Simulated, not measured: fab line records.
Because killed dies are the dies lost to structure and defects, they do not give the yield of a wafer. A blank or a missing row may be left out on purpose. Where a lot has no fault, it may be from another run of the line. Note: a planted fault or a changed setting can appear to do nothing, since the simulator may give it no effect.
A struck lot beside a sound one ; flow n5Finfet ; 14 steps out of a route of 1938
Sound: these wafers, L677.2, L677.4, L677.5. Struck: wafer L685.1 (L685.2, L685.3, from the same lot, were not struck and are left out); the cause is given at the end.
Each step with rows lists, per side, the tool, then ch with its chambers, then its first start. Under that, the readings that differ: sound wafers ; struck wafers ; difference of the means ; sigmas: that difference in standard deviations of wafers without a fault.
alike: readings with means less than 2 such deviations apart, plus words and numbers identical on both sides. not compared: withheld readings, readings lacking a value on some wafer, bounds such as >300 that could conceal the same value, and numbers that have no deviation in the record and whose values overlap.
A row with sigmas, a row that says differs or no value, or rows on one side alone: a step with any of these is where the two part. Non-overlapping numbers with no deviation appear without sigmas and do not part them. Lack of a reading on every wafer of one side parts them only where that side has two or more wafers.

N5_BEOL_M12_PRE_CLEAN_42: time 30 s.
  sound: pvdSputter-01 at day 11 12:26; struck: pvdSputter-01 at day 13 12:03
  alike: heaterPowerW
N5_BEOL_M12_SPUTTER_43: material TaN, target thk 15 nm, time 24.19 s.
  sound: pvdSputter-01 at day 11 12:28; struck: pvdSputter-01 at day 13 12:05
  alike: throttleValvePct
then, 1 step without rows for these wafers: N5_BEOL_M12_SPUTTER_44 (material Ta, target thk 10 nm, time 16.13 s).
N5_BEOL_M12_SPUTTER_45: material Cu, target thk 80 nm, time 13.33 s.
  sound: pvdSputter-01 at day 11 12:38; struck: pvdSputter-01 at day 13 12:15
  alike: chuckGasFlowSccm, throttleValvePct
then, 1 step without rows for these wafers: N5_BEOL_M12_ECD_47 (material Cu, target thk 720 nm).
N5_BEOL_M12_ANNEAL_48: time 90 s.
  sound on rtpAnneal-01 ch 0, day 11 13:01; struck on rtpAnneal-01 ch 0, day 13 12:31
reading;sound;struck;difference;sigmas
wafer_temp_C_max;225.69 225.46 226.35;226.42;+0.59;+2
N5_BEOL_M12_CMP_49: polishes, stops on SiOC, t overpolish 20.6 s, target thk 320 nm.
  sound on cmp-04 ch 0,2,3, day 11 13:21; struck on cmp-04 ch 2, day 13 12:49
reading;sound;struck;difference;sigmas
barrierFieldEndpointS (s);29.9 29.4 29.4;32.0;+2.4;+3
  alike: motorCurrentA, overpolishRunS, slurryFilterDpKPa
N5_BEOL_M12_THK_MEAS_50: measures by xrf.
  sound: filmMetro-02 at day 11 13:34; struck: filmMetro-01 at day 13 13:07
  alike: M12_THK
then, 2 steps without rows for these wafers: N5_BEOL_M12_PRE_CLEAN_52 (time 15 s); N5_BEOL_M12_DEP_53 (deposits SiCN from 3MS/NH3, target thk 30 nm, time 10.5 s).
N5_BEOL_M12_RS_MEAS_54: a four-point-probe measurement.
  sound: filmMetro-01 at day 11 13:42; struck: filmMetro-02 at day 13 13:14
  alike: M12_RS
N5_BEOL_M12_INSPECT_55: inspects for defects (darkfield).
  sound: defectInspect-01 at day 11 13:43; struck: defectInspect-01 at day 13 13:16
  alike: rawDefectCount
N5_BEOL_M13_ILD_DEP_00: deposits SiOC from DEMS/O2, target thk 837.92 nm, time 166.4 s.
  sound on pecvd-04 ch 0,2, day 11 13:46; struck on pecvd-04 ch 0, day 13 13:17
reading;sound;struck;difference;sigmas
susceptorTempC (C);349.79 350.12 349.79;347.56;-2.34;-12
  alike: heaterPowerOuterW, heaterPowerW, showerheadPlenumPTorr, throttleValvePct
N5_BEOL_M13_THK_MEAS_01:
  sound: filmMetro-01 at day 11 13:55; struck: filmMetro-02 at day 13 13:27
  alike: M13_ILD_THK

WHERE THEY PART
Earliest at N5_BEOL_M12_ANNEAL_48; latest, in this record, at N5_BEOL_M13_ILD_DEP_00. Later steps at which nothing parts them and some readings are alike: N5_BEOL_M13_THK_MEAS_01.

WHY: what had been put in by the simulator
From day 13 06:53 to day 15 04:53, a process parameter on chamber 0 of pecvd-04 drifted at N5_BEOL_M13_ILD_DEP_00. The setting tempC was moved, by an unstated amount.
